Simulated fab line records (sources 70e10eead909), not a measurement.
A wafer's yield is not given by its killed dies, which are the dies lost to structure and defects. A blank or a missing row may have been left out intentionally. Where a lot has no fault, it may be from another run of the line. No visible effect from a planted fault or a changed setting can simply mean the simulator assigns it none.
fab line records ; flow nand_harc
record lots=13; wafers=39; last_day=33
route steps=1302 shown A_CHANNEL_HOLE_D2@607 A_CHANNEL_FILL_D2@613 END@1302
lots that met no fault: taken from a fault-free run of the same line
start_h: the number of hours between the record's first day and the start of the first shown wafer of the lot ; wait_h: hours since the lot's step before ; " repeats the value in the row above ; L1.1+2: one row covering several wafers at once ; - no value, or no start given ; * or withheld: withheld ; < > ~ a bound
route shown NAME@n: names a module that has steps shown in the file, with the first one's number in the route ; usual: mean/standard deviation taken from wafers without a fault ; same: alike in all rows ; chamber/n: place in a boat ; sites: per-site readings ; _std_site: the values' standard deviation ; _edge_site: inner sites' mean taken away from outer sites' mean ; radius_mm: for every site, how far away it sits from the centre of the wafer ; mask NAME#n: copy n ; behind: the most recent tool/chamber to have shaped the wafer ; hold: reason for holding the lot/hours on hold/outcome of the hold ; device: transistor that didn't switch, given as n, p or np ; end of line: tests run on the same wafers once the route is complete ; where a step has no rows: the recipe by itself ; killed: the dies lost at the first sort to structure and to defects; this is not the yield of the wafer ; map: per-die view of a wafer (x killed, . not killed, _ where there is no die)
set.NAME: setting as actually run; set.NAME@STEP: the setting as run at that earlier step ; model.NAME: the simulator's own value behind a step, which no gauge read
route steps across a sampled set of lots; one table per step, one row per wafer
services: a tool's chamber out of use, with start hour (start_h, from the record's first day; less than 0 if before it), hours out, and reason
## steps
# step NHARC_A_CHANNEL_HOLE_D2_CD_MEAS_31
# usual cd_nm=90.1/1.4
lot.wafer;tool;chamber;start_h;wait_h;cd_nm
L358.1;cd_sem-01;-;310.81;-;91.8
L358.2;cd_sem-01;-;310.81;-;90.1
L358.5;cd_sem-01;-;310.81;-;92.4
L359.1;cd_sem-02;-;312.80;-;90.0
L359.4;cd_sem-02;-;312.80;-;90.9
L359.6;cd_sem-02;-;312.80;-;88.2
L360.2;cd_sem-02;-;322.59;-;90.7
L360.3;cd_sem-02;-;322.59;-;93.6
L360.4;cd_sem-02;-;322.59;-;90.3
L362.1;cd_sem-02;-;330.26;-;88.6
L362.2;cd_sem-02;-;330.26;-;89.6
L362.6;cd_sem-02;-;330.26;-;89.7
L363.2;cd_sem-02;-;358.24;-;88.3
L363.5;cd_sem-02;-;358.24;-;91.1
L363.6;cd_sem-02;-;358.24;-;89.3
L364.1;cd_sem-02;-;366.65;-;90.1
L364.2;cd_sem-02;-;366.65;-;90.1
L364.4;cd_sem-02;-;366.65;-;91.3
L366.2;cd_sem-02;-;381.98;-;89.7
L366.4;cd_sem-02;-;381.98;-;89.9
L366.5;cd_sem-02;-;381.98;-;89.2
L367.1;cd_sem-03;-;393.57;-;90.4
L367.2;cd_sem-03;-;393.57;-;88.3
L367.4;cd_sem-03;-;393.57;-;87.0
L368.1;cd_sem-02;-;401.90;-;89.7
L368.4;cd_sem-02;-;401.90;-;90.7
L368.6;cd_sem-02;-;401.90;-;89.4
L374.2;cd_sem-01;-;470.63;-;88.0
L374.5;cd_sem-01;-;470.63;-;88.6
L374.6;cd_sem-01;-;470.63;-;88.9
L375.1;cd_sem-02;-;480.10;-;88.5
L375.2;cd_sem-02;-;480.10;-;88.8
L375.3;cd_sem-02;-;480.10;-;90.5
L379.3;cd_sem-02;-;511.38;-;93.0
L379.4;cd_sem-02;-;511.38;-;89.5
L379.5;cd_sem-02;-;511.38;-;93.6
L380.1;cd_sem-01;-;523.88;-;88.3
L380.4;cd_sem-01;-;523.88;-;89.0
L380.6;cd_sem-01;-;523.88;-;88.2
# step NHARC_A_CHANNEL_FILL_D2_ALD_03
# recipe target_thk_a=60; pulse_time_s=60; ald_cycles=58; temp_c=630; pressure_torr=2; material=SiNx
# usual precursor_pulse_height_rel=1.001/0.02
# same pulse_time_s=60
lot.wafer;tool;chamber;start_h;wait_h;precursor_pulse_height_rel
L358.1;ald_sin_batch-01;0;-;-;1.018
L358.2;ald_sin_batch-01;0;-;-;0.968
L358.5;ald_sin_batch-01;0;-;-;1.000
L359.1;ald_sin_batch-01;0;-;-;0.979
L359.4;ald_sin_batch-01;0;-;-;0.987
L359.6;ald_sin_batch-01;0;-;-;1.007
L360.2;ald_sin_batch-01;0;-;-;1.001
L360.3;ald_sin_batch-01;0;-;-;1.013
L360.4;ald_sin_batch-01;0;-;-;1.004
L362.1;ald_sin_batch-02;0;-;-;0.962
L362.2;ald_sin_batch-02;0;-;-;1.014
L362.6;ald_sin_batch-02;0;-;-;1.015
L363.2;ald_sin_batch-03;0;-;-;1.008
L363.5;ald_sin_batch-03;0;-;-;0.998
L363.6;ald_sin_batch-03;0;-;-;1.017
L364.1;ald_sin_batch-01;0;-;-;0.964
L364.2;ald_sin_batch-01;0;-;-;1.012
L364.4;ald_sin_batch-01;0;-;-;0.967
L366.2;ald_sin_batch-02;0;-;-;0.983
L366.4;ald_sin_batch-02;0;-;-;1.008
L366.5;ald_sin_batch-02;0;-;-;0.992
L367.1;ald_sin_batch-03;0;-;-;0.991
L367.2;ald_sin_batch-03;0;-;-;1.008
L367.4;ald_sin_batch-03;0;-;-;0.991
L368.1;ald_sin_batch-01;0;-;-;0.981
L368.4;ald_sin_batch-01;0;-;-;1.008
L368.6;ald_sin_batch-01;0;-;-;1.010
L374.2;ald_sin_batch-03;0;-;-;0.944
L374.5;ald_sin_batch-03;0;-;-;1.002
L374.6;ald_sin_batch-03;0;-;-;0.970
L375.1;ald_sin_batch-02;0;-;-;0.973
L375.2;ald_sin_batch-02;0;-;-;0.994
L375.3;ald_sin_batch-02;0;-;-;1.006
L379.3;ald_sin_batch-03;0;-;-;1.013
L379.4;ald_sin_batch-03;0;-;-;0.998
L379.5;ald_sin_batch-03;0;-;-;1.028
L380.1;ald_sin_batch-02;0;-;-;0.988
L380.4;ald_sin_batch-02;0;-;-;0.996
L380.6;ald_sin_batch-02;0;-;-;1.001
# step NHARC_A_CHANNEL_FILL_D2_STRIP_28
# recipe time_s=20; o2_flow_sccm=500; ar_flow_sccm=0; bias_w=0; chemistry=O2
# usual drypump_motor_current_A=5.5/0.35; oes_product_au=1.001/0.01; rf_vpp_V=57.8/0.87; showerhead_plenum_p_Torr=3.57/0.12; throttle_valve_pct=17.037/0.0093
# same time_s=20
lot.wafer;tool;chamber;start_h;wait_h;drypump_motor_current_A;oes_product_au;rf_hours_counter_h;rf_vpp_V;showerhead_plenum_p_Torr;throttle_valve_pct
L358.1;rie_diel-11;2;335.46;0.1;6.7;1.011;15;58.0;3.32;17.027
L358.2;rie_diel-11;3;335.46;0.1;5.2;1.007;18;58.7;3.68;17.036
L358.5;rie_diel-11;3;335.46;0.1;5.2;1.014;-;56.3;3.68;17.049
L359.4;rie_diel-12;3;335.46;0.1;5.4;0.997;1;58.1;3.56;17.028
L359.1;rie_diel-12;0;335.46;0.1;5.5;1.010;1;58.8;3.58;17.034
L359.6;rie_diel-12;2;335.46;0.1;4.8;1.022;-;58.2;3.64;17.040
L360.3;rie_diel-12;0;348.35;0.1;5.5;1.014;1;59.7;3.58;17.061
L360.2;rie_diel-12;2;348.35;0.1;4.8;1.009;1;58.4;3.64;17.033
L360.4;rie_diel-12;1;348.35;0.1;5.5;1.003;-;57.0;3.37;17.022
L362.2;rie_diel-13;3;355.53;0.1;5.2;0.993;0;57.9;3.76;17.045
L362.1;rie_diel-13;1;355.53;0.1;5.7;1.018;0;57.3;3.44;17.029
L362.6;rie_diel-13;0;355.53;0.1;5.7;1.006;-;55.8;3.56;17.028
L363.2;rie_diel-12;0;383.43;0.1;5.6;1.004;2;58.0;3.58;17.053
L363.6;rie_diel-12;1;383.43;0.1;5.6;0.999;-;55.7;3.37;17.038
L363.5;rie_diel-12;2;383.43;0.1;4.8;1.012;-;57.9;3.64;17.022
L364.4;rie_diel-12;0;390.51;0.1;5.6;1.002;2;57.7;3.58;17.032
L364.1;rie_diel-12;1;390.51;0.1;5.6;0.994;2;57.6;3.37;17.056
L364.2;rie_diel-12;2;390.51;0.1;4.8;1.016;2;57.1;3.64;17.050
L366.4;rie_diel-13;2;406.22;0.1;5.7;0.989;1;57.5;3.72;17.024
L366.2;rie_diel-13;0;406.22;0.1;5.7;0.999;1;58.6;3.56;17.038
L366.5;rie_diel-13;3;406.22;0.1;5.2;0.990;-;59.1;3.76;17.042
L367.1;rie_diel-13;0;418.24;0.1;5.7;0.999;2;57.6;3.56;17.041
L367.4;rie_diel-13;2;418.24;0.1;5.7;0.994;1;58.5;3.72;17.027
L367.2;rie_diel-13;3;418.24;0.1;5.2;0.986;1;57.8;3.76;17.036
L368.4;rie_diel-12;1;427.63;0.1;5.6;1.002;3;57.1;3.36;17.039
L368.1;rie_diel-12;3;427.63;0.1;5.4;0.993;3;57.8;3.56;17.027
L368.6;rie_diel-12;2;427.63;0.1;4.8;1.019;-;57.6;3.64;17.041
L374.2;rie_diel-13;1;498.75;0.1;5.8;1.005;4;57.1;3.43;17.036
L374.5;rie_diel-13;3;498.75;0.1;5.2;0.990;-;58.7;3.76;17.028
L374.6;rie_diel-13;0;498.75;0.1;5.7;1.002;-;57.5;3.56;17.024
L375.3;rie_diel-12;2;506.32;0.1;4.9;1.004;1;58.2;3.64;17.035
L375.1;rie_diel-12;3;506.32;0.1;5.4;1.009;1;58.4;3.56;17.027
L375.2;rie_diel-12;1;506.32;0.1;5.5;1.000;1;57.7;3.36;17.038
L379.4;rie_diel-13;0;542.15;0.1;5.7;0.987;0;58.6;3.55;17.046
L379.3;rie_diel-13;1;542.15;0.1;5.7;0.996;0;57.2;3.43;17.033
L379.5;rie_diel-13;1;542.15;0.1;5.7;0.999;-;58.2;3.43;17.041
L380.1;rie_diel-12;0;549.12;0.1;5.6;1.001;3;57.5;3.58;17.054
L380.4;rie_diel-12;2;549.12;0.1;4.9;1.014;3;56.3;3.64;17.041
L380.6;rie_diel-12;0;549.12;0.1;5.6;1.007;-;57.9;3.58;17.029
# step NHARC_A_CHANNEL_FILL_D2_RTA_24
# recipe temp_c=1000; time_s=5
# usual lamp_power_pct=29.1/0.51; lamp_zone_3_pct=29.1/0.5; wafer_temp_C_max=1004.8/1.4
# same time_s=5
lot.wafer;tool;chamber;start_h;wait_h;lamp_power_pct;lamp_zone_3_pct;wafer_temp_C_max
L358.1;rtp_anneal-01;0;359.19;0.0;28.5;28.5;1003.0
L358.2;rtp_anneal-01;0;359.19;0.0;28.5;28.6;1004.1
L358.5;rtp_anneal-01;0;359.19;0.0;28.6;28.6;1003.9
L359.1;rtp_anneal-02;0;359.19;0.0;29.6;29.6;1005.5
L359.4;rtp_anneal-02;0;359.19;0.0;29.5;29.5;1004.8
L359.6;rtp_anneal-02;0;359.19;0.0;29.6;29.5;1004.8
L360.2;rtp_anneal-02;0;373.57;0.1;29.6;29.5;1004.8
L360.3;rtp_anneal-02;0;373.57;0.1;29.6;29.5;1005.7
L360.4;rtp_anneal-02;0;373.57;0.1;29.6;29.6;1004.8
L362.1;rtp_anneal-02;0;379.30;0.2;29.6;29.5;1006.7
L362.2;rtp_anneal-02;0;379.30;0.2;29.6;29.6;1004.4
L362.6;rtp_anneal-02;0;379.30;0.2;29.6;29.5;1006.7
L363.2;rtp_anneal-01;0;410.31;0.1;28.5;28.5;1003.4
L363.5;rtp_anneal-01;0;410.31;0.1;28.5;28.5;1003.7
L363.6;rtp_anneal-01;0;410.31;0.1;28.5;28.6;1003.7
L364.1;rtp_anneal-02;0;417.61;0.0;29.7;29.6;1005.1
L364.2;rtp_anneal-02;0;417.61;0.0;29.6;29.5;1004.7
L364.4;rtp_anneal-02;0;417.61;0.0;29.6;29.5;1006.7
L366.2;rtp_anneal-02;0;431.43;0.1;29.5;29.5;1007.6
L366.4;rtp_anneal-02;0;431.43;0.1;29.5;29.5;1005.5
L366.5;rtp_anneal-02;0;431.43;0.1;29.6;29.5;1004.8
L367.1;rtp_anneal-02;0;441.96;0.1;29.6;29.5;1005.8
L367.2;rtp_anneal-02;0;441.96;0.1;29.6;29.6;1005.2
L367.4;rtp_anneal-02;0;441.96;0.1;29.5;29.5;1006.4
L368.1;rtp_anneal-02;0;451.30;0.0;29.6;29.6;1005.9
L368.4;rtp_anneal-02;0;451.30;0.0;29.5;29.5;1006.9
L368.6;rtp_anneal-02;0;451.30;0.0;29.6;29.6;1006.1
L374.2;rtp_anneal-01;0;522.49;0.1;28.5;28.5;1002.8
L374.5;rtp_anneal-01;0;522.49;0.1;28.5;28.6;1003.5
L374.6;rtp_anneal-01;0;522.49;0.1;28.6;28.6;1002.9
L374.2;rtp_anneal-01;0;522.86;0.3;28.6;28.5;1003.7
L374.5;rtp_anneal-01;0;522.86;0.3;28.5;28.6;1002.9
L374.6;rtp_anneal-01;0;522.86;0.3;28.5;28.6;1003.7
L375.1;rtp_anneal-02;0;530.18;0.0;29.6;29.6;1005.1
L375.2;rtp_anneal-02;0;530.18;0.0;29.6;29.6;1005.4
L375.3;rtp_anneal-02;0;530.18;0.0;29.6;29.6;1005.5
L379.3;rtp_anneal-01;0;565.88;0.1;28.5;28.5;1003.8
L379.4;rtp_anneal-01;0;565.88;0.1;28.5;28.5;1003.8
L379.5;rtp_anneal-01;0;565.88;0.1;28.5;28.6;1003.8
L379.3;rtp_anneal-01;0;566.25;0.3;28.6;28.5;1004.4
L379.4;rtp_anneal-01;0;566.25;0.3;28.6;28.5;1003.0
L379.5;rtp_anneal-01;0;566.25;0.3;28.6;28.5;1003.4
L380.1;rtp_anneal-01;0;577.88;0.0;28.6;28.5;1007.0
L380.4;rtp_anneal-01;0;577.88;0.0;28.5;28.5;1004.0
L380.6;rtp_anneal-01;0;577.88;0.0;28.5;28.6;1003.9
# step NHARC_END_SORT_01
# recipe temp_c=25
# usual killed_at_array=57/20; killed_at_other=1.3/1.4; killed_at_periphery=3.4/2.4; killed_dies=61/19; killed_open=2.9/1.8; killed_short=2.5/1.6
# same gross_dies=677
lot.wafer;tool;chamber;start_h;wait_h;killed_at_array;killed_at_other;killed_at_periphery;killed_dies;killed_open;killed_short
L359.1;prober-01;0;577.00;2.5;82;0;1;83;5;2
L359.4;prober-01;0;579.41;3.4;76;1;3;80;3;2
L359.6;prober-01;0;581.02;4.0;62;2;4;68;6;3
L362.1;prober-02;0;588.96;2.5;57;1;7;65;3;5
L362.2;prober-02;0;589.75;2.8;64;0;5;69;3;5
L362.6;prober-02;0;592.90;3.9;64;0;5;69;3;1
L363.2;prober-01;0;628.44;2.8;45;0;5;50;4;3
L363.5;prober-01;0;630.83;3.7;50;4;4;58;3;6
L363.6;prober-01;0;631.63;4.0;50;1;6;57;2;1
L367.1;prober-01;0;662.15;2.5;52;1;5;58;2;5
L367.2;prober-01;0;662.96;2.8;48;1;1;50;1;4
L367.4;prober-01;0;664.57;3.4;45;2;2;49;2;3
L374.2;prober-02;0;755.85;2.8;76;1;0;77;1;2
L374.5;prober-02;0;758.24;3.7;75;0;5;80;7;9
L374.6;prober-02;0;759.04;4.0;82;1;3;86;3;5
L375.1;prober-01;0;761.89;2.5;46;5;8;59;5;1
L375.2;prober-01;0;762.68;2.8;35;2;5;42;5;3
L375.3;prober-01;0;763.47;3.1;40;2;6;48;4;0
# killed by level:class
L359.1 A_CHANNEL_HOLE_D2:chamber_film_flake=38 A_CHANNEL_HOLE_D1:chamber_film_flake=28 A_ZERO_WELL:chamber_film_flake=3 A_BONDPAD:chamber_film_flake=2 A_WL_FILL:chamber_film_flake=2 A_CONTACT:chamber_film_flake=2 P_M0:geometric_particle:open=1 A_SOURCE_PLATE:geometric_particle:open=1
L359.4 A_CHANNEL_HOLE_D2:chamber_film_flake=32 A_CHANNEL_HOLE_D1:chamber_film_flake=27 A_CHANNEL_FILL_D1:chamber_film_flake=4 A_CONTACT:chamber_film_flake=4 A_WL_FILL:chamber_film_flake=3 P_STI:chamber_film_flake=2 P_CONTACT:geometric_particle:open=1 A_SOURCE_PLATE:geometric_particle:short=1
L359.6 A_CHANNEL_HOLE_D2:chamber_film_flake=23 A_CHANNEL_HOLE_D1:chamber_film_flake=20 A_CONTACT:chamber_film_flake=6 P_CONTACT:geometric_particle:open=2 A_CHANNEL_FILL_D1:chamber_film_flake=2 A_DECK1_JOINT:chamber_film_flake=2 P_M0:geometric_particle:short=1 P_M1:geometric_particle:open=1
L362.1 A_SLIT:chamber_film_flake=25 A_CHANNEL_HOLE_D1:chamber_film_flake=19 A_CHANNEL_HOLE_D2:chamber_film_flake=3 A_CONTACT:chamber_film_flake=3 P_M0:geometric_particle:short=2 A_CHANNEL_FILL_D2:chamber_film_flake=2 P_M0:geometric_particle:open=1 P_M1:geometric_particle:short=1
L362.2 A_CHANNEL_HOLE_D1:chamber_film_flake=29 A_SLIT:chamber_film_flake=20 A_CHANNEL_HOLE_D2:chamber_film_flake=5 P_GATE:chamber_film_flake=2 A_STAIRCASE:chamber_film_flake=2 P_GATE:geometric_particle:open=1 P_M0:geometric_particle:open=1 A_SOURCE_PLATE:geometric_particle:short=1
L362.6 A_SLIT:chamber_film_flake=26 A_CHANNEL_HOLE_D1:chamber_film_flake=25 A_CHANNEL_HOLE_D2:chamber_film_flake=6 P_GATE:chamber_film_flake=3 A_STAIRCASE:chamber_film_flake=2 A_M1:chamber_film_flake=2 P_GATE:geometric_particle:open=1 P_M0:geometric_particle:open=1
L363.2 A_SLIT:chamber_film_flake=19 A_CHANNEL_HOLE_D2:chamber_film_flake=13 P_BONDPAD:chamber_film_flake=3 A_CHANNEL_HOLE_D1:chamber_film_flake=3 A_WL_FILL:chamber_film_flake=2 P_GATE:geometric_particle:open=1 A_SOURCE_PLATE:geometric_particle:open=1 A_ONON_D1:geometric_particle:short=1
L363.5 A_SLIT:chamber_film_flake=24 A_CHANNEL_HOLE_D2:chamber_film_flake=8 A_CHANNEL_HOLE_D1:chamber_film_flake=5 THIN_TSV:chamber_film_flake=4 P_GATE:chamber_film_flake=2 A_STAIRCASE:chamber_film_flake=2 A_SOURCE_PLATE:geometric_particle:open=1 A_ONON_D1:geometric_particle:open=1
L363.6 A_SLIT:chamber_film_flake=29 A_CHANNEL_HOLE_D2:chamber_film_flake=7 A_CHANNEL_HOLE_D1:chamber_film_flake=6 P_BONDPAD:chamber_film_flake=4 A_CHANNEL_FILL_D1:chamber_film_flake=2 A_WL_FILL:chamber_film_flake=2 P_CONTACT:geometric_particle:open=1 A_CHANNEL_HOLE_D1:geometric_particle:open=1
L367.1 A_SLIT:chamber_film_flake=26 A_CHANNEL_HOLE_D2:chamber_film_flake=9 A_CHANNEL_HOLE_D1:chamber_film_flake=7 P_ZERO_WELL:chamber_film_flake=3 A_ONON_D2:geometric_particle:short=2 P_STI:chamber_film_flake=2 A_ONON_D1:geometric_particle:short=1 A_CHANNEL_HOLE_D1:geometric_particle:short=1
L367.2 A_SLIT:chamber_film_flake=22 A_CHANNEL_HOLE_D2:chamber_film_flake=7 A_CHANNEL_HOLE_D1:chamber_film_flake=5 A_CONTACT:chamber_film_flake=4 A_CHANNEL_FILL_D2:geometric_particle:short=2 A_WL_FILL:chamber_film_flake=2 A_ONON_D1:geometric_particle:open=1 A_DECK1_JOINT:geometric_particle:short=1
L367.4 A_SLIT:chamber_film_flake=24 A_CHANNEL_HOLE_D2:chamber_film_flake=9 A_CHANNEL_HOLE_D1:chamber_film_flake=4 A_STAIRCASE:chamber_film_flake=2 A_CHANNEL_HOLE_D1:geometric_particle:open=1 A_CHANNEL_FILL_D1:geometric_particle:short=1 A_CHANNEL_FILL_D2:geometric_particle:open=1 A_WL_FILL:geometric_particle:short=1
L374.2 A_SLIT:chamber_film_flake=33 A_CHANNEL_HOLE_D2:chamber_film_flake=18 A_CHANNEL_HOLE_D1:chamber_film_flake=12 A_BLC:chamber_film_flake=6 A_DECK1_JOINT:chamber_film_flake=2 A_CHANNEL_HOLE_D1:geometric_particle:short=1 A_SLIT:geometric_particle:open=1 A_M1:geometric_particle:short=1
L374.5 A_SLIT:chamber_film_flake=29 A_CHANNEL_HOLE_D2:chamber_film_flake=15 A_CHANNEL_HOLE_D1:chamber_film_flake=11 A_CHANNEL_FILL_D1:geometric_particle:short=5 P_CONTACT:geometric_particle:open=2 A_CHANNEL_FILL_D1:geometric_particle:open=2 A_WL_FILL:geometric_particle:short=2 P_ZERO_WELL:chamber_film_flake=2
L374.6 A_SLIT:chamber_film_flake=29 A_CHANNEL_HOLE_D2:chamber_film_flake=24 A_CHANNEL_HOLE_D1:chamber_film_flake=7 A_DECK1_JOINT:chamber_film_flake=4 A_BLC:chamber_film_flake=4 A_SGD_CUT:chamber_film_flake=3 A_CONTACT:chamber_film_flake=3 P_STI:geometric_particle:short=1
L375.1 A_CHANNEL_HOLE_D1:chamber_film_flake=26 A_CONTACT:chamber_film_flake=9 THIN_TSV:chamber_film_flake=5 P_GATE:chamber_film_flake=3 A_SLIT:chamber_film_flake=3 P_STI:chamber_film_flake=2 A_CHANNEL_FILL_D1:chamber_film_flake=2 A_DECK1_JOINT:chamber_film_flake=2
L375.2 A_CHANNEL_HOLE_D1:chamber_film_flake=22 A_SLIT:chamber_film_flake=3 A_CONTACT:chamber_film_flake=3 A_CHANNEL_FILL_D1:geometric_particle:open=2 P_CONTACT:chamber_film_flake=2 THIN_TSV:chamber_film_flake=2 P_CONTACT:geometric_particle:short=1 P_CONTACT:geometric_particle:open=1
L375.3 A_CHANNEL_HOLE_D1:chamber_film_flake=21 A_CONTACT:chamber_film_flake=9 A_SLIT:chamber_film_flake=4 P_ZERO_WELL:chamber_film_flake=2 THIN_TSV:chamber_film_flake=2 A_ONON_D2:geometric_particle:open=1 A_CHANNEL_HOLE_D2:geometric_particle:open=1 A_CHANNEL_FILL_D2:geometric_particle:open=1
## services
tool;chamber;start_h;hours;kind
rie_diel-12;3;290.72;2.9;repair
rie_diel-13;-;306.01;0.5;repair
rie_diel-12;-;309.55;4.9;repair
rie_diel-11;2;315.90;6.3;repair
rie_diel-13;0;332.61;2.5;repair
rie_diel-13;-;333.16;4.7;repair
rie_diel-12;2;338.84;8.1;repair
rie_diel-13;-;342.07;9.0;pm
rie_diel-12;3;347.60;18.2;repair
rie_diel-11;3;347.65;4.0;repair
ald_sin_batch-01;-;352.76;2.0;repair
rie_diel-12;1;363.68;8.2;repair
rtp_anneal-01;-;372.00;12.0;pm
rie_diel-12;0;375.57;4.7;repair
rie_diel-12;0;396.51;8.2;repair
rie_diel-12;-;445.40;9.0;pm
rie_diel-13;1;461.26;9.1;repair
rie_diel-13;0;480.51;2.8;repair
rie_diel-12;1;482.04;4.7;repair
ald_sin_batch-01;-;506.76;26.0;pm
rie_diel-13;2;510.39;6.3;repair
rie_diel-13;-;519.07;9.0;pm
rie_diel-12;0;533.87;3.0;repair
rie_diel-12;-;567.90;0.4;repair
## key
first_sign step=NHARC_A_CHANNEL_FILL_D2_RTA_24; reading=visit; direction=added
effect none on later readings
met_at NHARC_A_CHANNEL_FILL_D2_RTA_24
struck_lots L374,L379
tester_left_out L374,L379
not_acting_at NHARC_A_CHANNEL_HOLE_D2_CD_MEAS_31,NHARC_A_CHANNEL_FILL_D2_ALD_03,NHARC_A_CHANNEL_FILL_D2_STRIP_28
fault kind=repeated_step_whole; tool=rtp_anneal-01,rtp_anneal-02; chamber=-; onset_h=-; steps=NHARC_A_CHANNEL_FILL_D2_RTA_24; times=1; scope=struck_lots_only
# tester_left_out: of these lots the tester's yield and bins aren't shown, on N5 and GAA mostly nor the transistor test; their killed dies are dies lost to structure and defects alone, not to doping, threshold or leakage, so they don't give the yield
